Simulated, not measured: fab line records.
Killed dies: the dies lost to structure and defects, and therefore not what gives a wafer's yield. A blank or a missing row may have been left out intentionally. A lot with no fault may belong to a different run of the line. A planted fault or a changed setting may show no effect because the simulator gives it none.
fab line records	flow n5Finfet
record: lots: 7	wafers: 21
route steps=1938 shown GATE_CUT@510 MOL_CONTACT_COAG@518 BEOL_M0_SAQP@654 BEOL_M0_CUTY@711 BEOL_M0@715 BEOL_M1@751 BEOL_M2@846
startH: hours from the record's first day to the start of the lot's first wafer shown	waitH: hours since the lot's step before	" same as the row above	L1.1+2: a row that stands for several wafers	- no value present, or no start provided	* or withheld: withheld	< > ~ a bound
route shown NAME@n: names a module that has steps shown in the file, with the first one's number in the route	usual: mean/standard deviation of fault-free wafers	same: alike in all rows	chamber/n: place in a boat	sites: per-site readings	_std_site: standard deviation of those values	_edge_site: the outer-site mean with the inner-site mean subtracted	radiusMm: how far each site lies from the wafer's centre	mask NAME#n: copy n	behind: the tool/chamber that last shaped the wafer	hold: cause of the lot's hold/its duration in hours/its outcome	device: names the non-switching transistor (n, p or np)	end of line: tests run on the same wafers once the route is complete	a step with no rows: only its recipe	killed: dies that structure and defects cost at the first sort, which is not the same as the wafer's yield	map: shows each die of a wafer: x if killed, . if not, _ if none is there
set.NAME: the setting that was run; set.NAME@STEP: the one run at that earlier step	model.NAME: the simulator's own value behind a step, which no gauge read
lots run with intentionally changed settings; tables by step, rows by wafer
== steps ==
step: N5_GATE_CUT_ALD_22
recipe: material: SiNx	targetThkA: 160	tempC: 400	aldPrecursorFamily: SiH2I2	aldCoReactant: N2/H2-plasma	pulseTimeS: 1	aldCycles: 320	purgeTimeS: 2	coReactantPurgeTimeS: 2	pressureTorr: 2
lot.wafer	tool	chamber	startH	waitH	set.aldCycles	model.SiNx_of_GATE_CUT_ALD_22.thkNm
L076.2+5	aldSin-03	0,3	101.59	0.0	298	14.8
L076.4	"	2	"	"	320	16
L082.1+3	aldSin-02	1,0	131.81	0.0	320	16
L082.2	"	2	"	"	355	17.8
L086.2+5+6	aldSin-04	0,1,0	155.81	0.0	320	16
L087.2+3+6	aldSin-02	3,1,3	161.87	0.0	320	16
L088.4	aldSin-04	2	168.60	0.0	320	16
L088.5+6	"	1,0	"	"	356	17.8
L089.1+6	aldSin-04	2,3	178.23	0.0	344	17.2
L089.5	"	0	"	"	320	16
L091.3+4+5	aldSin-03	0,0,2	192.95	3.6	320	16
step: N5_MOL_CONTACT_COAG_COAT_104
recipe: resist: SiARC	tempC: 220	timeS: 60	spinRpm: 1500	resistThkNm: 12
lot.wafer	tool	chamber	startH	waitH	set.spinRpm	model.SiARC_of_MOL_CONTACT_COAG_COAT_104.thkNm
L076.2+4	lithoTrack-02	0	-	-	1623	11.6
L076.5	"	0	"	"	1500	12
L082.1+2	lithoTrack-01	0	-	-	1500	12
L082.3	"	0	"	"	1338	12.8
L086.2+5+6	lithoTrack-03	0	-	-	1500	12
L087.2+3+6	lithoTrack-01	0	-	-	1500	12
L088.4+5	lithoTrack-02	0	-	-	1613	11.6
L088.6	"	0	"	"	1500	12
L089.1+5	lithoTrack-02	0	-	-	1337	12.8
L089.6	"	0	"	"	1500	12
L091.3+5	lithoTrack-03	0	-	-	1500	12
L091.4	"	0	"	"	1582	11.6
step: N5_MOL_CONTACT_COAG_COAT_58
recipe: resist: underlayer	tempC: 205	timeS: 60	spinRpm: 1500	resistThkNm: 10
step: N5_MOL_CONTACT_COAG_COAT_02
recipe: resist: CAR-EUV	spinRpm: 1500	resistThkNm: 30
step: N5_MOL_CONTACT_COAG_DESCUM_13
recipe: chemistry: O2	timeS: 7	sourcePowerW: 50	biasPowerW: 20	pressureMtorr: 20	rfFrequencyHz: 2.712e+07	tempC: 40	resist: CAR-EUV	o2FlowSccm: 225
step: N5_MOL_CONTACT_COAG_ETCH_59
recipe: chemistry: N2/H2	target: underlayer	targetDepthA: 130	maskMaterial: CAR-EUV	timeS: 10.4	ionEnergyEv: 200	pressureMtorr: 30	sourceW: 840	biasW: 150	n2FlowSccm: 200	h2FlowSccm: 200	ends: cleared
step: N5_MOL_CONTACT_COAG_ETCH_105
recipe: chemistry: CF4	target: SiARC	targetDepthA: 156	maskMaterial: CAR-EUV	timeS: 26	ionEnergyEv: 80	pressureMtorr: 40	sourceW: 545	biasW: 36	Ar_flow_sccm: 100	cf4FlowSccm: 100	ends: cleared
usual: etchRfOnTimeS: 25.9/0.42
lot.wafer	tool	chamber	startH	waitH	set.spinRpm@MOL_CONTACT_COAG_COAT_104	etchRfOnTimeS	model.CAR-EUV_of_MOL_CONTACT_COAG_COAT_02.thkNm	model.etch.depthNm
L076.2	rieDiel-04	2	104.71	0.0	1623	25.5	5.6	11.55
L076.4	"	0	"	"	1623	24.3	5.8	11.56
L076.5	"	0	"	"	1500	25.6	5.2	12.08
L082.1	rieDiel-04	0	134.82	0.0	1500	25.6	5.6	12.03
L082.2	"	3	"	"	1500	25.8	5.4	12.02
L082.3	"	2	"	"	1338	27.4	5	12.72
L086.2	rieDiel-04	2	158.90	0.0	1500	25.6	5.4	11.99
L086.5	"	1	"	"	1500	26.3	5.6	11.98
L086.6	"	2	"	"	1500	25.6	5.4	11.97
L087.2	rieDiel-01	1	165.13	0.0	1500	25.7	5.6	12
L087.3	"	3	"	"	1500	25.6	5.6	11.98
L087.6	"	1	"	"	1500	25.5	5.6	11.96
L088.4	rieDiel-01	3	171.65	0.0	1613	24.4	5.8	11.59
L088.5	"	0	"	"	1613	24.3	5.8	11.56
L088.6	"	3	"	"	1500	25.5	5.6	12.02
L089.1	rieDiel-04	1	181.23	0.0	1337	28.2	4.8	12.75
L089.5	"	3	"	"	1337	27.1	4.8	12.78
L089.6	"	0	"	"	1500	25.6	5.4	12.03
L091.3	rieDiel-02	1	196.34	0.0	1500	25.8	5.4	12.01
L091.4	"	3	"	"	1582	25.4	5.6	11.68
L091.5	"	0	"	"	1500	25.9	5.2	11.99
step: N5_MOL_CONTACT_COAG_ETCH_91
recipe: chemistry: N2/H2	target: SOC	targetDepthA: 600	overetchA: 210	maskMaterial: SiARC	tempC: 40	timeS: 101.2	ionEnergyEv: 200	pressureMtorr: 30	sourceW: 840	biasW: 150	n2FlowSccm: 200	h2FlowSccm: 200
usual: rfVppV: 524.4/2.4
lot.wafer	tool	chamber	startH	waitH	set.sourceW	rfVppV
L076.2	rieDiel-02	2	114.50	0.0	840	520.3
L076.4	"	1	"	"	927.9	507.0
L076.5	"	1	"	"	927.9	507.7
L082.1	rieDiel-01	3	145.51	0.0	730.6	552.6
L082.2	"	2	"	"	840	527.1
L082.3	"	1	"	"	730.6	545.1
L086.2	rieDiel-04	0	170.20	0.0	840	523.8
L086.5	"	3	"	"	915.3	510.0
L086.6	"	2	"	"	915.3	510.7
L087.2	rieDiel-02	3	178.84	0.0	840	524.0
L087.3	"	2	"	"	840	521.3
L087.6	"	2	"	"	840	519.4
L088.4	rieDiel-04	3	183.82	0.0	840	525.0
L088.5	"	3	"	"	840	524.2
L088.6	"	0	"	"	840	525.8
L089.1	rieDiel-04	1	196.22	0.0	840	524.0
L089.5	"	3	"	"	950.9	504.0
L089.6	"	2	"	"	840	526.9
L091.3	rieDiel-04	0	208.40	0.0	840	523.8
L091.4	"	1	"	"	840	523.8
L091.5	"	2	"	"	840	525.1
step: N5_BEOL_M0_SAQP_ETCH_84
recipe: chemistry: N2/H2	target: SOC	targetDepthA: 1000	overetchA: 200	maskMaterial: SiARC	tempC: 40	timeS: 150	ionEnergyEv: 200	pressureMtorr: 30	sourceW: 840	biasW: 150	n2FlowSccm: 200	h2FlowSccm: 200
lot.wafer	tool	chamber	startH	waitH	set.timeS	model.SiARC_of_BEOL_M0_SAQP_COAT_82.thkNm
L076.2+5	rieDiel-05	3,0	122.23	0.0	150	24.4
L076.4	"	1	"	"	150	24.2
L082.1	rieDiel-03	3	154.48	0.0	150	24.2
L082.2	"	1	"	"	150	24.6
L082.3	"	2	"	"	126.6	25.2
L086.2	rieDiel-03	1	179.43	0.0	165.9	24
L086.5+6	"	3,0	"	"	150	24.4
L087.2+3+6	rieDiel-05	3,1,3	186.38	0.0	150	24.6
L088.4+6	rieDiel-05	0,2	192.53	0.0	162.5	24
L088.5	"	3	"	"	150	24.4
L089.1+5	rieDiel-06	2	203.83	0.0	170.9	23.6
L089.6	"	1	"	"	170.9	23.4
L091.3+4	rieDiel-03	0,3	216.48	0.0	150	24.4
L091.5	"	0	"	"	150	24.2
step: N5_BEOL_M0_CUTY_DESCUM_61
recipe: chemistry: O2	timeS: 7.9	sourcePowerW: 50	biasPowerW: 20	pressureMtorr: 20	rfFrequencyHz: 2.712e+07	tempC: 40	resist: CAR-ArF-block	o2FlowSccm: 225
lot.wafer	tool	chamber	startH	waitH	set.timeS
L076.2+4+5	rieDiel-04	2,3,2	128.86	0.0	7.9
L082.1+2+3	rieDiel-04	1,2,0	159.96	0.0	7.9
L086.2+5	rieDiel-04	0,1	190.33	0.0	7.9
L086.6	"	0	"	"	7.026
L087.2+3+6	rieDiel-04	2,3,1	197.63	0.1	7.9
L088.4+5	rieDiel-02	1,0	198.44	0.0	6.141
L088.6	"	3	"	"	7.9
L089.1+5	rieDiel-02	1,3	209.40	0.1	7.9
L089.6	"	2	"	"	6.137
L091.3	rieDiel-04	0	223.69	0.7	7.9
L091.4+5	"	3,0	"	"	8.541
step: N5_BEOL_M0_CUTY_ETCH_62
recipe: chemistry: CF4	target: SiARC	maskMaterial: CAR-ArF-block	timeS: 58.5	ionEnergyEv: 80	pressureMtorr: 40	sourceW: 545	biasW: 36	Ar_flow_sccm: 100	cf4FlowSccm: 100	ends: cleared
lot.wafer	tool	chamber	startH	waitH	set.timeS@BEOL_M0_CUTY_DESCUM_61	model.CAR-ArF-block_of_BEOL_M0_CUTY_COAT_51.thkNm
L076.2	rieDiel-04	2	128.90	0.0	7.9	119
L076.4+5	"	3,2	"	"	7.9	118.8
L082.1	rieDiel-04	1	159.99	0.0	7.9	118.6
L082.2	"	2	"	"	7.9	119
L082.3	"	0	"	"	7.9	118.8
L086.2+5	rieDiel-04	0,1	190.37	0.0	7.9	118.4
L086.6	"	0	"	"	7.026	118.8
L087.2	rieDiel-04	2	197.67	0.0	7.9	118.4
L087.3+6	"	3,1	"	"	7.9	118
L088.4	rieDiel-02	1	198.48	0.0	6.141	119.6
L088.5	"	0	"	"	6.141	120.2
L088.6	"	3	"	"	7.9	118.8
L089.1	rieDiel-02	1	209.44	0.0	7.9	119
L089.5	"	3	"	"	7.9	118.8
L089.6	"	2	"	"	6.137	120
L091.3	rieDiel-04	0	223.72	0.0	7.9	118.8
L091.4+5	"	3,0	"	"	8.541	117.8
step: N5_BEOL_M0_ETCH_138
recipe: chemistry: CH3F/O2	targetDepthA: 120	target: SiCN	timeS: 31.6	ionEnergyEv: 120	pressureMtorr: 30	sourceW: 395	biasW: 75	Ar_flow_sccm: 150	CH3F_flow_sccm: 30	O2_flow_sccm: 20	ends: cleared
usual: rfVppV: 297.5/1.6
lot.wafer	tool	chamber	startH	waitH	set.sourceW	rfVppV
L076.2	rieDiel-04	2	129.07	0.0	375.7	303.0
L076.4	"	3	"	"	395	296.9
L076.5	"	2	"	"	395	300.1
L082.1	rieDiel-04	1	160.16	0.0	414.5	291.9
L082.2	"	2	"	"	395	299.1
L082.3	"	0	"	"	395	297.7
L086.2	rieDiel-04	0	190.54	0.0	462.9	282.8
L086.5	"	1	"	"	462.9	280.4
L086.6	"	0	"	"	395	297.4
L087.2	rieDiel-04	2	197.84	0.0	395	298.7
L087.3	"	3	"	"	395	297.1
L087.6	"	1	"	"	395	296.4
L088.4	rieDiel-02	1	198.65	0.0	395	295.7
L088.5	"	0	"	"	430.6	289.0
L088.6	"	3	"	"	395	297.8
L089.1	rieDiel-02	1	209.61	0.0	422.8	288.3
L089.5	"	3	"	"	395	297.4
L089.6	"	2	"	"	422.8	289.0
L091.3	rieDiel-04	0	223.89	0.0	332.3	316.5
L091.4	"	3	"	"	332.3	316.4
L091.5	"	0	"	"	395	297.3
step: N5_BEOL_M1_ILD_DEP_00
recipe: material: SiOC	targetThkA: 790	tempC: 350	precursor: DEMS/O2	pressureTorr: 5	rfW: 500	timeS: 15.3
lot.wafer	tool	chamber	startH	waitH	set.timeS	model.SiOC_of_BEOL_M1_ILD_DEP_00.thkNm
L076.2	pecvd-04	1	136.12	0.0	16.01	81.6
L076.4	"	1	"	"	16.01	83.6
L076.5	"	2	"	"	15.3	79.8
L082.1	pecvd-04	0	166.42	0.0	15.3	77.8
L082.2	"	1	"	"	15.3	79.2
L082.3	"	2	"	"	16.61	85.8
L086.2	pecvd-04	0	194.05	0.0	15.3	78.4
L086.5	"	1	"	"	17.23	89.8
L086.6	"	0	"	"	17.23	89.2
L087.2	pecvd-02	0	204.63	0.0	15.3	78.8
L087.3	"	2	"	"	15.3	79.6
L087.6	"	2	"	"	15.3	80.4
L088.4	pecvd-03	2	204.83	0.1	14.63	77.2
L088.5+6	"	0,1	"	"	14.63	77.4
L089.1	pecvd-03	2	217.07	0.0	15.3	79.2
L089.5	"	2	"	"	15.3	80.4
L089.6	"	0	"	"	14.03	73.4
L091.3	pecvd-04	2	230.61	0.0	16.99	87
L091.4	"	1	"	"	15.3	79
L091.5	"	2	"	"	16.99	87.4
step: N5_BEOL_M1_THK_MEAS_01
recipe: reads: SiOC_of_BEOL_M1_ILD_DEP_00
usual: M1_ILD_THK: 79.3/0.99
lot.wafer	tool	chamber	startH	waitH	set.timeS@BEOL_M1_ILD_DEP_00	M1_ILD_THK[nm]
L076.2	filmMetro-02	-	136.19	0.1	16.01	81.7
L076.4	"	-	"	"	16.01	83.6
L076.5	"	-	"	"	15.3	79.6
L082.1	filmMetro-01	-	166.49	0.0	15.3	77.8
L082.2	"	-	"	"	15.3	79.2
L082.3	"	-	"	"	16.61	85.8
L086.2	filmMetro-01	-	194.12	0.1	15.3	78.4
L086.5	"	-	"	"	17.23	89.8
L086.6	"	-	"	"	17.23	89.2
L087.2	filmMetro-01	-	204.70	0.1	15.3	78.9
L087.3	"	-	"	"	15.3	79.4
L087.6	"	-	"	"	15.3	80.5
L088.4	filmMetro-02	-	204.89	0.0	14.63	77.1
L088.5	"	-	"	"	14.63	77.3
L088.6	"	-	"	"	14.63	77.5
L089.1	filmMetro-02	-	217.14	0.0	15.3	79.3
L089.5	"	-	"	"	15.3	80.4
L089.6	"	-	"	"	14.03	73.3
L091.3	filmMetro-02	-	230.68	0.1	16.99	87.0
L091.4	"	-	"	"	15.3	79.0
L091.5	"	-	"	"	16.99	87.5
step: N5_BEOL_M1_EXPOSE_08
recipe: maskId: M1	na: 0.33	sourceShape: dipole	sigmaInner: 0.369	sigmaOuter: 0.767	polarization: unpolarized	doseMj: 33
lot.wafer	tool	chamber	startH	waitH	mask	set.doseMj
L076.2+4+5	euvScanner-01	0	138.00	-	M1#0	33
L082.1+2+3	euvScanner-01	0	168.28	-	M1#0	35.24
L086.2+5	euvScanner-02	0	194.63	-	M1#0	31.73
L086.6	"	0	"	"	M1#0	33
L087.2+3+6	euvScanner-02	0	205.17	-	M1#0	33
L088.4+5+6	euvScanner-02	0	205.50	-	M1#0	33
L089.1	euvScanner-01	0	219.53	-	M1#0	33
L089.5+6	"	0	"	"	M1#0	33.92
L091.3+4+5	euvScanner-02	0	232.01	-	M1#0	33
step: N5_BEOL_M1_PEB_09
recipe: pebTempC: 100	pebTimeS: 60	resist: CAR-EUV
step: N5_BEOL_M1_DEVELOP_10
recipe: developTimeS: 30	developer: TMAH	resist: CAR-EUV	rinseLiquid: surfactantRinse	dry: airSpin	devTempC: 23
step: N5_BEOL_M1_CD_MEAS_11
recipe: targetCdNm: 17.05	landingEnergyEv: 500	detector: seInlens	polarity: opening
usual: cdNm: 16.96/0.23
lot.wafer	tool	chamber	startH	waitH	set.doseMj@BEOL_M1_EXPOSE_08	cdNm
L076.2	cdSem-02	0	138.12	-	33	17.14
L076.4	"	0	"	"	33	16.97
L076.5	"	0	"	"	33	17.17
L082.1	cdSem-02	0	168.40	-	35.24	18.16
L082.2	"	0	"	"	35.24	18.41
L082.3	"	0	"	"	35.24	18.42
L086.2	cdSem-03	0	194.75	-	31.73	15.90
L086.5	"	0	"	"	31.73	15.74
L086.6	"	0	"	"	33	16.73
L087.2	cdSem-01	0	205.29	-	33	17.07
L087.3	"	0	"	"	33	17.03
L087.6	"	0	"	"	33	17.05
L088.4	cdSem-01	0	205.61	-	33	17.08
L088.5	"	0	"	"	33	16.60
L088.6	"	0	"	"	33	16.96
L089.1	cdSem-03	0	219.65	-	33	16.70
L089.5	"	0	"	"	33.92	17.46
L089.6	"	0	"	"	33.92	17.43
L091.3	cdSem-03	0	232.13	-	33	17.09
L091.4	"	0	"	"	33	17.40
L091.5	"	0	"	"	33	17.06
step: N5_BEOL_M1_DESCUM_16
recipe: chemistry: O2	timeS: 7	sourcePowerW: 50	biasPowerW: 20	pressureMtorr: 20	rfFrequencyHz: 2.712e+07	tempC: 40	resist: CAR-EUV	o2FlowSccm: 225
step: N5_BEOL_M1_ETCH_74
recipe: chemistry: N2/H2	target: underlayer	targetDepthA: 65	maskMaterial: CAR-EUV	timeS: 5.2	ionEnergyEv: 200	pressureMtorr: 30	sourceW: 840	biasW: 150	n2FlowSccm: 200	h2FlowSccm: 200	ends: cleared
lot.wafer	tool	chamber	startH	waitH	set.doseMj@BEOL_M1_EXPOSE_08	model.BEOL_M1.cdOffsetNm
L076.2+4+5	rieDiel-05	2,1,3	138.60	0.0	33	0
L082.1+2	rieDiel-05	1,2	168.56	0.0	35.24	1.2
L082.3	"	0	"	"	35.24	1.4
L086.2+5	rieDiel-05	2,0	194.91	0.0	31.73	-1.2
L086.6	"	2	"	"	33	-0.2
L087.2	rieDiel-03	3	205.45	0.0	33	0
L087.3+6	"	0	"	"	33	0.2
L088.4+5	rieDiel-06	3	205.77	0.0	33	-0.2
L088.6	"	0	"	"	33	0
L089.1	rieDiel-03	1	220.56	0.0	33	0
L089.5	"	0	"	"	33.92	0.6
L089.6	"	1	"	"	33.92	0.4
L091.3	rieDiel-06	2	232.31	0.0	33	0.2
L091.4+5	"	3,2	"	"	33	0
step: N5_BEOL_M2_COAT_62
recipe: resist: SiARC	tempC: 220	timeS: 60	spinRpm: 1500	resistThkNm: 12
lot.wafer	tool	chamber	startH	waitH	set.spinRpm	model.SiARC_of_BEOL_M2_COAT_62.thkNm
L076.2+4+5	lithoTrack-02	0	-	-	1500	12
L082.1+2+3	lithoTrack-05	0	-	-	1500	12
L086.2+5+6	lithoTrack-02	0	-	-	1500	12
L087.2+3+6	lithoTrack-05	0	-	-	1500	12
L088.4	lithoTrack-02	0	-	-	1402	12.4
L088.5+6	"	0	"	"	1500	12
L089.1+5+6	lithoTrack-02	0	-	-	1500	12
L091.3+4	lithoTrack-02	0	-	-	1500	12
L091.5	"	0	"	"	1644	11.4
step: N5_BEOL_M2_ETCH_74
recipe: chemistry: N2/H2	target: underlayer	targetDepthA: 65	maskMaterial: CAR-EUV	timeS: 5.2	ionEnergyEv: 200	pressureMtorr: 30	sourceW: 840	biasW: 150	n2FlowSccm: 200	h2FlowSccm: 200	ends: cleared
usual: etchRfOnTimeS: 5.13/0.091	rfVppV: 524.7/2.6
lot.wafer	tool	chamber	startH	waitH	set.sourceW	etchRfOnTimeS	rfVppV
L076.2	rieDiel-04	1	150.47	0.0	840	5.32	525.3
L076.4	"	2	"	"	840	5.24	526.3
L076.5	"	2	"	"	840	5.24	524.6
L082.1	rieDiel-01	0	179.60	0.0	840	5.02	525.4
L082.2	"	1	"	"	950	4.54	501.8
L082.3	"	2	"	"	950	4.57	503.7
L086.2	rieDiel-04	0	208.17	0.0	840	4.98	526.2
L086.5	"	3	"	"	840	5.12	525.9
L086.6	"	2	"	"	840	5.13	526.1
L087.2	rieDiel-01	2	213.54	0.0	840	5.18	526.9
L087.3	"	3	"	"	840	5.10	527.7
L087.6	"	0	"	"	840	5.04	525.3
L088.4	rieDiel-01	2	213.78	0.0	840	5.11	527.8
L088.5	"	0	"	"	840	5.00	524.3
L088.6	"	3	"	"	840	5.08	528.0
L089.1	rieDiel-04	0	234.63	0.0	840	4.98	524.3
L089.5	"	0	"	"	840	4.95	522.8
L089.6	"	2	"	"	840	5.14	524.3
L091.3	rieDiel-02	0	240.66	0.0	840	5.31	522.6
L091.4	"	1	"	"	966.6	4.61	497.5
L091.5	"	2	"	"	840	5.18	521.2
step: N5_BEOL_M2_ETCH_63
recipe: chemistry: CF4	target: SiARC	targetDepthA: 156	maskMaterial: CAR-EUV	timeS: 26	ionEnergyEv: 80	pressureMtorr: 40	sourceW: 545	biasW: 36	Ar_flow_sccm: 100	cf4FlowSccm: 100	ends: cleared
lot.wafer	tool	chamber	startH	waitH	set.spinRpm@BEOL_M2_COAT_62	model.etch.depthNm
L076.2	rieDiel-04	1	150.49	0.0	1500	11.98
L076.4	"	2	"	"	1500	12.01
L076.5	"	2	"	"	1500	11.96
L082.1+3	rieDiel-01	0,2	179.61	0.0	1500	12.01
L082.2	"	1	"	"	1500	11.99
L086.2	rieDiel-04	0	208.19	0.0	1500	12.02
L086.5	"	3	"	"	1500	11.97
L086.6	"	2	"	"	1500	12.03
L087.2	rieDiel-01	2	213.56	0.0	1500	12
L087.3	"	3	"	"	1500	12.02
L087.6	"	0	"	"	1500	12.01
L088.4	rieDiel-01	2	213.79	0.0	1402	12.46
L088.5+6	"	0,3	"	"	1500	12.05
L089.1	rieDiel-04	0	234.65	0.0	1500	12
L089.5	"	0	"	"	1500	12.01
L089.6	"	2	"	"	1500	12.05
L091.3	rieDiel-02	0	240.68	0.0	1500	12
L091.4	"	1	"	"	1500	12.03
L091.5	"	2	"	"	1644	11.47
step: N5_BEOL_M2_ETCH_69
recipe: chemistry: CF4	target: SiARC	targetDepthA: 156	maskMaterial: CAR-EUV	timeS: 26	ionEnergyEv: 80	pressureMtorr: 40	sourceW: 545	biasW: 36	Ar_flow_sccm: 100	cf4FlowSccm: 100	ends: cleared
usual: rfVppV: 184.1/1
lot.wafer	tool	chamber	startH	waitH	set.biasW	rfVppV
L076.2	rieDiel-04	1	151.45	0.0	36	183.7
L076.4	"	0	"	"	33.02	174.9
L076.5	"	1	"	"	36	183.4
L082.1	rieDiel-02	3	180.55	0.0	36	183.9
L082.2	"	2	"	"	39.08	192.8
L082.3	"	1	"	"	36	183.7
L086.2	rieDiel-01	1	209.33	0.0	36	182.7
L086.5	"	3	"	"	36	183.8
L086.6	"	0	"	"	36	185.5
L087.2	rieDiel-04	0	214.56	0.0	36	182.9
L087.3	"	1	"	"	36	183.1
L087.6	"	0	"	"	36	183.6
L088.4	rieDiel-04	0	214.81	0.0	36	184.8
L088.5	"	2	"	"	31.34	168.6
L088.6	"	1	"	"	36	183.7
L089.1	rieDiel-04	3	235.53	0.0	36	184.5
L089.5	"	0	"	"	36	186.5
L089.6	"	3	"	"	36	184.3
L091.3	rieDiel-02	3	241.68	0.0	36	183.1
L091.4	"	0	"	"	36	183.6
L091.5	"	2	"	"	36	183.0
== key ==
split: step: N5_GATE_CUT_ALD_22	setting: aldCycles	stated: 320	by: wafer
response: step: N5_GATE_CUT_ALD_22	reading: model.SiNx_of_GATE_CUT_ALD_22.thkNm	change: +0.164	per: 1%	r: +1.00
split: step: N5_MOL_CONTACT_COAG_COAT_104	setting: spinRpm	stated: 1500	by: wafer
response: step: N5_MOL_CONTACT_COAG_COAT_104	reading: model.SiARC_of_MOL_CONTACT_COAG_COAT_104.thkNm	change: -0.0664	per: 1%	r: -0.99
response: step: N5_MOL_CONTACT_COAG_ETCH_105	reading: etchRfOnTimeS	change: *	per: 1%	r: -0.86
response: step: N5_MOL_CONTACT_COAG_ETCH_105	reading: model.CAR-EUV_of_MOL_CONTACT_COAG_COAT_02.thkNm	change: +0.0493	per: 1%	r: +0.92
response: step: N5_MOL_CONTACT_COAG_ETCH_105	reading: model.etch.depthNm	change: -0.0641	per: 1%	r: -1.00
split: step: N5_MOL_CONTACT_COAG_ETCH_91	setting: sourceW	stated: 840	by: wafer
response: step: N5_MOL_CONTACT_COAG_ETCH_91	reading: rfVppV	change: -1.54	per: 1%	r: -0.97
split: step: N5_BEOL_M0_SAQP_ETCH_84	setting: timeS	stated: 150	by: wafer
response: step: N5_BEOL_M0_SAQP_ETCH_84	reading: model.SiARC_of_BEOL_M0_SAQP_COAT_82.thkNm	change: -0.0472	per: 1%	r: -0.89
split: step: N5_BEOL_M0_CUTY_DESCUM_61	setting: timeS	stated: 7.9	by: wafer
response: step: N5_BEOL_M0_CUTY_ETCH_62	reading: model.CAR-ArF-block_of_BEOL_M0_CUTY_COAT_51.thkNm	change: -0.0521	per: 1%	r: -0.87
split: step: N5_BEOL_M0_ETCH_138	setting: sourceW	stated: 395	by: wafer
response: step: N5_BEOL_M0_ETCH_138	reading: rfVppV	change: -1.05	per: 1%	r: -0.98
split: step: N5_BEOL_M1_ILD_DEP_00	setting: timeS	stated: 15.3	by: wafer
response: step: N5_BEOL_M1_ILD_DEP_00	reading: model.SiOC_of_BEOL_M1_ILD_DEP_00.thkNm	change: +0.807	per: 1%	r: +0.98
response: step: N5_BEOL_M1_THK_MEAS_01	reading: M1_ILD_THK	change: +0.811	per: 1%	r: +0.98
split: step: N5_BEOL_M1_EXPOSE_08	setting: doseMj	stated: 33	by: wafer
response: step: N5_BEOL_M1_CD_MEAS_11	reading: cdNm	change: +0.247	per: 1%	r: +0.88
response: step: N5_BEOL_M1_ETCH_74	reading: model.BEOL_M1.cdOffsetNm	change: +0.232	per: 1%	r: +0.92
split: step: N5_BEOL_M2_COAT_62	setting: spinRpm	stated: 1500	by: wafer
response: step: N5_BEOL_M2_COAT_62	reading: model.SiARC_of_BEOL_M2_COAT_62.thkNm	change: -0.0621	per: 1%	r: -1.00
response: step: N5_BEOL_M2_ETCH_63	reading: model.etch.depthNm	change: -0.0586	per: 1%	r: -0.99
split: step: N5_BEOL_M2_ETCH_74	setting: sourceW	stated: 840	by: wafer
response: step: N5_BEOL_M2_ETCH_74	reading: etchRfOnTimeS	change: *	per: 1%	r: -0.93
response: step: N5_BEOL_M2_ETCH_74	reading: rfVppV	change: -1.67	per: 1%	r: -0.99
split: step: N5_BEOL_M2_ETCH_69	setting: biasW	stated: 36	by: wafer
response: step: N5_BEOL_M2_ETCH_69	reading: rfVppV	change: +1.14	per: 1%	r: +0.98
